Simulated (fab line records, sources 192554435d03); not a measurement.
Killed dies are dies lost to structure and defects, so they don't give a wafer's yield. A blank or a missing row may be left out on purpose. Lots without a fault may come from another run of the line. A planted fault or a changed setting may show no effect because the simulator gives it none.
fab line records | flow n5_finfet
record lots=4 wafers=12 last_day=17
route steps=1938 shown MOL_CONTACT_COAG@623 BEOL_M0_SAQP@632 BEOL_M0@715 BEOL_M4@1111 PASSIVATION@1936
lots that met no fault: from a run of the same line without faults
start_h: hours from the record's first day to the start of the lot's first wafer shown | wait_h: hours since the lot's step before | " the same as in the row above | L1.1+2: a row that stands for several wafers | - no value, or no start given | * or withheld: withheld | < > ~ a bound
route shown NAME@n: a module of which the file shows steps, and the number in the route of the first | usual: mean/standard deviation of fault-free wafers | same: alike in all rows | chamber/n: place in a boat | sites: the reading at each site | _std_site: their standard deviation | _edge_site: outer sites' mean less inner sites' | radius_mm: how far each site lies from the wafer's centre | mask NAME#n: copy n | behind: the tool/chamber that last shaped the wafer | hold: why the lot was held/for how many hours/how that ended | device: the transistor (n, p or np) that didn't switch | end of line: the same wafers' tests at the end of the route | a step without rows: its recipe alone | killed: dies lost to structure and defects at the first sort, not the wafer's yield | map: a wafer's dies, x killed, . not, _ none there
set.NAME: the setting as run; set.NAME@STEP: as run at that earlier step | model.NAME: the simulator's own value behind a step, which no gauge read
lots at some steps of the route; a table a step, a row a wafer
services: from which hour (start_h, from the record's first day; less than 0 if before it) a tool's chamber was out of use, for how many hours, and why
## steps
# step N5_MOL_CONTACT_COAG_PRE_CLEAN_121
# recipe gas=H2/He time_s=* temp_c=withheld
# step N5_MOL_CONTACT_COAG_CVD_140
# recipe material=W target_thk_a=665 mode=selective_fill temp_c=300 time_s=215
# step N5_MOL_CONTACT_COAG_PRECLEAN_127
# recipe chemistry=DIW time_s=57.5 temp_c=23
# step N5_MOL_CONTACT_COAG_SRD_128
# recipe dry_time_s=32 dry=n2_spin spin_rpm=1500
# step N5_MOL_CONTACT_COAG_CMP_52
# recipe stop_on=SiO2 t_overpolish_s=1.5 post_cmp_clean=w_dilute_nh4oh down_force_psi=4 platen_rpm=50.289 pad_velocity_m_s=1.0006 target_thk_nm=66.5
# step N5_MOL_CONTACT_COAG_ANNEAL_112
# recipe temp_c=400 time_s=1800 ambient=HPD2 pressure_atm=10
# step N5_BEOL_M0_SAQP_PECVD_00
# recipe material=SiCN target_thk_a=80 temp_c=withheld precursor=3MS/NH3 pressure_torr=3 rf_w=202 time_s=14
# step N5_BEOL_M0_SAQP_ILD_DEP_01
# recipe material=SiOC target_thk_a=454.19 temp_c=350 precursor=DEMS/O2 pressure_torr=5 rf_w=500 time_s=8.7
# step N5_BEOL_M0_SAQP_HM_DEP_02
# recipe material=TiN target_thk_a=120 temp_c=25 chamber_pressure_pa=0.49996
# step N5_BEOL_M0_SAQP_PECVD_03
# recipe material=SiCN target_thk_a=120 temp_c=withheld precursor=3MS/NH3 pressure_torr=3 rf_w=202 time_s=21.1
# usual run_length_s=51.4/0.66 showerhead_plenum_p_Torr=3.669/0.012 showerhead_vpp_V=897/34 throttle_valve_pct=9.2/0.45
# columns lot.wafer tool chamber start_h wait_h run_length_s showerhead_plenum_p_Torr showerhead_vpp_V throttle_valve_pct model.SiCN_of_BEOL_M0_SAQP_PECVD_03.thk_nm
L842.3 pecvd-03 2 117.25 0.1 51.3 3.655 848 8.8 11.6
L842.4 " 0 " " 52.1 3.669 945 9.4 11.6
L842.6 " 2 " " 50.9 3.659 872 8.6 11.8
L849.3 pecvd-03 2 157.61 0.1 51.0 3.665 858 8.6 12
L849.4 " 1 " " 62.8 3.675 936 9.2 19.4
L849.5 " 2 " " 50.9 3.661 880 8.4 12.2
L851.4 pecvd-03 0 172.02 0.1 64.0 3.659 948 9.6 18.8
L851.5 " 0 " " 51.7 3.678 942 9.9 12
L851.6 " 1 " " 62.8 3.671 932 9.4 19
L858.3 pecvd-01 2 213.09 0.1 50.2 3.671 887 9.0 11.8
L858.4 " 1 " " 51.4 3.652 873 8.8 11.8
L858.6 " 0 " " 51.2 3.654 835 9.5 12.2
# step N5_BEOL_M0_SAQP_PECVD_96
# recipe material=a-Si target_thk_a=450 temp_c=350 precursor=SiH4/He pressure_torr=3 rf_w=100 time_s=45.2
# step N5_BEOL_M0_SAQP_PECVD_97
# recipe material=SiNx target_thk_a=230 temp_c=350 precursor=SiH4/NH3/N2 pressure_torr=1.5 rf_w=300 time_s=19.9
# step N5_BEOL_M0_SAQP_PECVD_04
# recipe material=a-Si target_thk_a=600 temp_c=350 precursor=SiH4/He pressure_torr=3 rf_w=100 time_s=60.2
# step N5_BEOL_M0_SAQP_HM_DEP_111
# recipe material=SiO2 target_thk_a=120 temp_c=400 precursor=SiH4/N2O pressure_torr=0.75 rf_w=275 time_s=7.2
# step N5_BEOL_M0_SAQP_COAT_81
# recipe resist=SOC temp_c=250 time_s=60 spin_rpm=1500 resist_thk_nm=100
# step N5_BEOL_M0_SAQP_COAT_82
# recipe resist=SiARC temp_c=220 time_s=60 spin_rpm=1500 resist_thk_nm=30
# step N5_BEOL_M0_SAQP_COAT_08
# recipe resist=CAR-ArF spin_rpm=1500 resist_thk_nm=90
# step N5_BEOL_M0_SAQP_EBR_10
# recipe solvent=PGMEA ebr_width_mm=1.5
# step N5_BEOL_M0_SAQP_SOFTBAKE_09
# recipe temp_c=110 time_s=60 resist=CAR-ArF
# step N5_BEOL_M0_SAQP_EXPOSE_11
# recipe mask_id=M0_CORE na=1.35 source_shape=dipole sigma_inner=0.538 sigma_outer=0.738 polarization=te target_cd_nm=42 dose_mj=55
# step N5_BEOL_M0_SAQP_PEB_12
# recipe peb_temp_c=withheld peb_time_s=60 resist=CAR-ArF
# step N5_BEOL_M0_SAQP_DEVELOP_13
# recipe develop_time_s=30 developer=TMAH resist=CAR-ArF dev_temp_c=23 rinse_liquid=diw dry=air_spin
# step N5_BEOL_M0_SAQP_DESCUM_19
# recipe chemistry=O2 time_s=7.9 source_power_w=50 bias_power_w=20 pressure_mtorr=20 rf_frequency_hz=2.712e+07 temp_c=40 resist=CAR-ArF o2_flow_sccm=225
# step N5_BEOL_M0_SAQP_ETCH_83
# recipe chemistry=CF4 target=SiARC target_depth_a=390 mask_material=CAR-ArF time_s=65 ion_energy_ev=80 pressure_mtorr=40 source_w=545 bias_w=36 Ar_flow_sccm=100 cf4_flow_sccm=100 ends=cleared
# step N5_BEOL_M0_SAQP_ETCH_84
# recipe chemistry=N2/H2 target=SOC target_depth_a=1000 overetch_a=200 mask_material=SiARC temp_c=40 time_s=150 ion_energy_ev=200 pressure_mtorr=30 source_w=840 bias_w=150 n2_flow_sccm=200 h2_flow_sccm=200
# step N5_BEOL_M0_SAQP_STRIP_80
# recipe chemistry=N2/H2 temp_c=40 n2_flow_sccm=200 h2_flow_sccm=200 rf_frequency_hz=6e+07
# step N5_BEOL_M0_SAQP_HM_OPEN_112
# recipe chemistry=CHF3/O2 target=SiO2 stop_on=a-Si target_depth_a=120 over_etch_frac=1.25 mask_material=SOC time_s=13.5 pressure_mtorr=30 source_w=650 bias_w=170 Ar_flow_sccm=200 CHF3_flow_sccm=50 O2_flow_sccm=5 ion_energy_ev=200 ends=end_point
# step N5_BEOL_M0_SAQP_STRIP_113
# recipe chemistry=CHF3/O2 resist=SiARC rf_frequency_hz=6e+07
# step N5_BEOL_M0_SAQP_MANDREL_ETCH_20
# recipe target_depth_a=600 chemistry=HBr/Cl2 target=a-Si stop_on=SiNx bt_time_s=10 mask_material=SOC over_etch_frac=0.5 time_s=30 pressure_mtorr=10 icp_w=800 bias_w=75 HBr_flow_sccm=150 Cl2_flow_sccm=80 ends=end_point
# step N5_BEOL_M0_SAQP_STRIP_86
# recipe chemistry=N2/H2 power_w=500 temp_c=40 pressure_mtorr=50 rf_frequency_hz=6e+07 overash_fraction=0.3 bias_power_w=28 h2_frac=0.5 n2_flow_sccm=300 h2_flow_sccm=300
# step N5_BEOL_M0_SAQP_STRIP_115
# recipe chemistry=post_etch_residue_remover time_s=60 temp_c=25 remover_ph=withheld remover_water_wt_pct=withheld remover_fluoride_wt_pct=withheld
# step N5_BEOL_M0_SAQP_SRD_93
# recipe dry=ipa_marangoni time_s=30 temp_c=23 rinse_liquid=diw
# step N5_BEOL_M0_SAQP_RECESS_114
# recipe chemistry=HF/NH3 target=SiO2 target_depth_a=144 afs_cycles=3 temp_c=30 sublimation_temp_c=180 sublimation_time_s=60
# step N5_BEOL_M0_SAQP_SPACER1_ALD_98
# recipe material=SiO2 target_thk_a=128 temp_c=300 ald_precursor_family=BDEAS ald_co_reactant=O2-plasma pulse_time_s=1 purge_time_s=2 co_reactant_purge_time_s=2 ald_cycles=138 pressure_torr=2
# step N5_BEOL_M0_SAQP_SPACER1_ETCHBACK_99
# recipe chemistry=CHF3/O2 mode=anisotropic_etchback target=SiO2 target_depth_a=154 time_s=7.7 pressure_mtorr=30 source_w=650 bias_w=170 Ar_flow_sccm=200 CHF3_flow_sccm=50 O2_flow_sccm=5 ion_energy_ev=200
# step N5_BEOL_M0_SAQP_RECESS_109
# recipe chemistry=HF/NH3 target=SiO2 target_depth_a=30 afs_cycles=1 temp_c=30 sublimation_temp_c=180 sublimation_time_s=60
# usual drypump_motor_current_A=5.42/0.19
# columns lot.wafer tool chamber start_h wait_h drypump_motor_current_A model.SiCN_of_BEOL_M0_SAQP_PECVD_03.thk_nm
L842.3 vapor_etch-02 1 120.95 0.1 5.31 8.4
L842.4 " 0 " " 5.50 8.2
L842.6 " 0 " " 5.52 8.4
L849.3 vapor_etch-02 1 161.56 0.1 5.30 8.6
L849.4 " 0 " " 5.53 15.8
L849.5 " 1 " " 5.31 8.8
L851.4 vapor_etch-02 1 175.64 0.1 5.31 15.2
L851.5 " 0 " " 5.53 8.4
L851.6 " 1 " " 5.31 15.6
L858.3 vapor_etch-01 0 216.30 0.1 5.18 8.4
L858.4 " 1 " " 5.73 8.4
L858.6 " 0 " " 5.17 8.8
# step N5_BEOL_M0_ETCH_138
# recipe chemistry=CH3F/O2 target_depth_a=120 target=SiCN time_s=31.6 ion_energy_ev=120 pressure_mtorr=30 source_w=395 bias_w=75 Ar_flow_sccm=150 CH3F_flow_sccm=30 O2_flow_sccm=20 ends=cleared
# usual bias_w=75.02/0.23 drypump_motor_current_A=5.65/0.28 etch_rf_on_time_s=29.7/0.88 oes_product_au=0.63/0.05 rf_vpp_V=297.3/1.6 showerhead_plenum_p_Torr=2.00/0.061 throttle_valve_pct=16.41/0.22
# columns lot.wafer tool chamber start_h wait_h bias_w drypump_motor_current_A etch_rf_on_time_s oes_product_au rf_hours_counter_h rf_vpp_V showerhead_plenum_p_Torr throttle_valve_pct model.etch.depth_nm
L842.3 rie_diel-02 0 124.18 0.0 74.84 5.61 29.7 0.60 197 297.8 1.99 16.28 8.321
L842.4 " 2 " " 74.89 5.42 28.1 0.61 204 297.0 1.98 16.28 8.233
L842.6 " 1 " " 74.94 5.88 28.8 0.62 - 299.3 2.06 16.49 8.367
L849.3 rie_diel-06 3 164.96 0.0 74.84 5.23 29.1 0.64 160 294.7 1.91 16.04 8.646
L849.4 " 2 " " 75.27 6.26 31.3 0.60 250 294.5 1.89 16.66 9.231
L849.5 " 1 " " 74.94 5.42 30.2 0.63 - 295.8 1.99 16.64 8.841
L851.4 rie_diel-06 3 178.97 0.0 74.88 5.20 31.7 0.63 - 294.7 1.90 16.08 9.231
L851.5 " 0 " " 75.10 5.79 29.1 0.63 - 297.2 2.08 16.46 8.437
L851.6 " 1 " " 74.76 5.42 31.7 0.63 - 296.8 1.99 16.67 9.231
L858.3 rie_diel-06 0 219.80 0.0 74.72 5.82 29.0 0.62 192 300.5 2.07 16.48 8.395
L858.4 " 1 " " 74.74 5.47 29.3 0.62 220 297.4 1.98 16.69 8.444
L858.6 " 2 " " 74.87 6.25 30.3 0.80 - 299.7 2.14 16.15 8.869
# step N5_BEOL_M0_ETCH_128
# recipe chemistry=CF4/N2 target_depth_a=120 overetch_a=51 target=SiCN time_s=21.4 ion_energy_ev=150 pressure_mtorr=40 source_w=430 bias_w=70 Ar_flow_sccm=100 cf4_flow_sccm=60 n2_flow_sccm=60
# usual bias_w=70.02/0.23 drypump_motor_current_A=5.7/0.31 oes_product_au=0.52/0.044 rf_vpp_V=382.5/2 showerhead_plenum_p_Torr=2.22/0.074 throttle_valve_pct=15.51/0.21
# same time_s=21.4
# columns lot.wafer tool chamber start_h wait_h bias_w drypump_motor_current_A oes_product_au rf_hours_counter_h rf_vpp_V showerhead_plenum_p_Torr throttle_valve_pct model.etch.depth_nm
L842.3 rie_diel-06 0 126.64 0.0 69.97 5.8 0.51 157 383.4 2.29 15.51 8.321
L842.4 " 1 " " 69.75 5.4 0.51 - 382.9 2.20 15.73 8.233
L842.6 " 0 " " 70.15 5.8 0.52 - 384.4 2.29 15.52 8.367
L849.3 rie_diel-03 2 169.66 0.0 69.89 6.1 0.50 218 383.5 2.19 15.40 8.646
L849.4 " 1 " " 70.32 5.3 0.68 185 383.2 2.28 15.46 15.86
L849.5 " 3 " " 70.20 5.9 0.59 - 385.3 2.33 15.26 8.841
L851.4 rie_diel-02 3 179.37 0.0 70.33 5.6 0.68 211 381.6 2.18 15.93 15.27
L851.5 " 1 " " 70.36 5.9 0.49 - 384.1 2.27 15.71 8.437
L851.6 " 2 " " 70.00 5.4 0.67 - 383.7 2.18 15.48 15.63
L858.3 rie_diel-06 0 221.06 0.7 69.90 5.8 0.50 192 385.0 2.28 15.59 8.395
L858.4 " 3 " " 69.62 5.2 0.50 182 380.5 2.10 15.24 8.444
L858.6 " 1 " " 69.83 5.5 0.51 - 382.7 2.19 15.81 8.869
# step N5_BEOL_M4_RC_MEAS_101
# usual DIBL_N=36.5/1.7 DIBL_P=36.3/2.1 IOFF_N=0.16/0.036 IOFF_P=0.21/0.037 ION_N=676/12 ION_P=462/7.6 SS_N=71.5/0.68 SS_P=73.3/0.63 VT_N=249/3.5 VT_P=-250/3.5
# columns lot.wafer tool chamber start_h wait_h DIBL_N[mV/V] DIBL_P[mV/V] IOFF_N[nA/um] IOFF_P[nA/um] ION_N[uA/um] ION_P[uA/um] SS_N[mV/dec] SS_P[mV/dec] VT_N[mV] VT_P[mV]
L842.3 prober-02 0 179.26 0.3 36.5 37.7 0.16 0.18 678 451 71.6 73.4 252 -253
L842.4 " 0 " " 39.6 40.6 0.20 0.22 686 463 72.3 74.4 246 -253
L842.6 " 0 " " 38.2 39.9 0.20 0.21 687 460 72.0 74.4 248 -253
L849.3 prober-02 0 222.25 0.3 34.9 33.8 0.13 0.15 663 450 71.4 72.9 250 -258
L849.4 " 0 " " 33.9 32.3 0.11 0.13 671 449 71.1 72.4 254 -258
L849.5 " 0 " " 34.0 32.0 0.12 0.13 662 446 72.3 72.3 256 -259
L851.4 prober-01 0 247.36 0.5 36.9 34.8 0.14 0.15 667 449 71.6 73.0 248 -258
L851.5 " 0 " " 37.1 34.9 0.15 0.16 679 454 71.8 73.7 250 -257
L851.6 " 0 " " 37.9 37.0 0.17 0.18 687 465 71.7 73.3 250 -257
L858.3 prober-02 0 282.47 0.3 39.6 41.4 0.28 0.32 696 475 73.6 74.2 243 -245
L858.4 " 0 " " 36.1 36.9 0.17 0.21 681 464 72.4 74.3 248 -252
L858.6 " 0 " " 35.7 37.0 0.18 0.23 688 469 71.5 73.4 248 -249
# step N5_PASSIVATION_PROBE_49
# usual defect_limited_yield=91.4/1.5 killed_at_M0_to_M3=34/12 killed_at_M4_up=12/4.9 killed_at_contacts=13/7.2 killed_at_front_end=39/12 killed_at_other=3.7/2.9 killed_dies=101/18 killed_open=67/14 killed_short=33/7.2 sort_bin_4_leakage=0.00/0.022 sort_bin_5_function=5.1/0.97 sort_bin_6_memory=3.2/0.67 sort_n_pass=1079/17 sort_yield_pct=91.4/1.5
# same gross_dies=1180 killed_at_back_side=0 sort_bin_8_speed[%]=0
# columns lot.wafer tool chamber start_h wait_h defect_limited_yield[%] killed_at_M0_to_M3 killed_at_M4_up killed_at_contacts killed_at_front_end killed_at_other killed_dies killed_open killed_short sort_bin_4_leakage[%] sort_bin_5_function[%] sort_bin_6_memory[%] sort_n_pass sort_yield_pct[%]
L851.6 prober-02 - 356.86 0.3 92.5 33 14 16 24 2 89 62 26 0 4.7 2.5 1091 92.5
# killed by level:class
L851.6 MOL_CONTACT_COAG:geometric_particle:open=14 BEOL_M1:geometric_particle:open=6 BEOL_M0_SAQP:geometric_particle:short=5 BEOL_M3:geometric_particle:open=5 FIN_SAQP:geometric_particle:open=4 STI_FIN_REVEAL:geometric_particle:open=4 DUMMY_GATE:geometric_particle:open=4 BEOL_M0_SAQP:geometric_particle:open=4
## services
# columns tool chamber start_h hours kind
vapor_etch-01 - 111.01 2.8 pm
rie_diel-06 3 119.33 22.6 repair
rie_diel-02 1 146.47 3.9 repair
pecvd-03 2 164.67 13.1 repair
rie_diel-06 2 165.55 - clean
rie_diel-06 2 165.55 - consumable_replace:focus_ring
rie_diel-06 2 165.55 - consumable_replace:showerhead
rie_diel-06 2 165.55 25.6 scheduled_down
rie_diel-06 2 165.55 25.6 vent_cycle
rie_diel-02 3 185.18 6.4 repair
vapor_etch-01 0 205.91 2.9 repair
pecvd-03 2 210.24 18.6 repair
pecvd-01 0 214.63 5.5 scheduled_down
## key
first_sign step=N5_BEOL_M0_SAQP_PECVD_03 reading=run_length_s direction=up sigmas=18 usual=* struck=*
effect step=N5_BEOL_M0_ETCH_128 reading=oes_product_au direction=up sigmas=3.6 usual=0.52 struck=0.68
model_effect step=N5_BEOL_M0_SAQP_PECVD_03 value=SiCN_of_BEOL_M0_SAQP_PECVD_03.thk_nm without=12.2 struck=19.07
model_effect step=N5_BEOL_M0_SAQP_RECESS_109 value=SiCN_of_BEOL_M0_SAQP_PECVD_03.thk_nm without=8.733 struck=15.53
model_effect step=N5_BEOL_M0_ETCH_138 value=etch.depth_nm without=8.734 struck=9.231
model_effect step=N5_BEOL_M0_ETCH_128 value=etch.depth_nm without=8.734 struck=15.59
met_at N5_BEOL_M0_SAQP_PECVD_03
struck_wafers L849.4,L851.4,L851.6
onset_between 117.25 157.61
fault kind=process_parameter_drift tool=pecvd-03 chamber=- onset_h=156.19 steps=N5_BEOL_M0_SAQP_PECVD_03 channel=time_s offset=* shape=step end_h=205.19 scope=struck_wafers_only acts_in=* stated=*
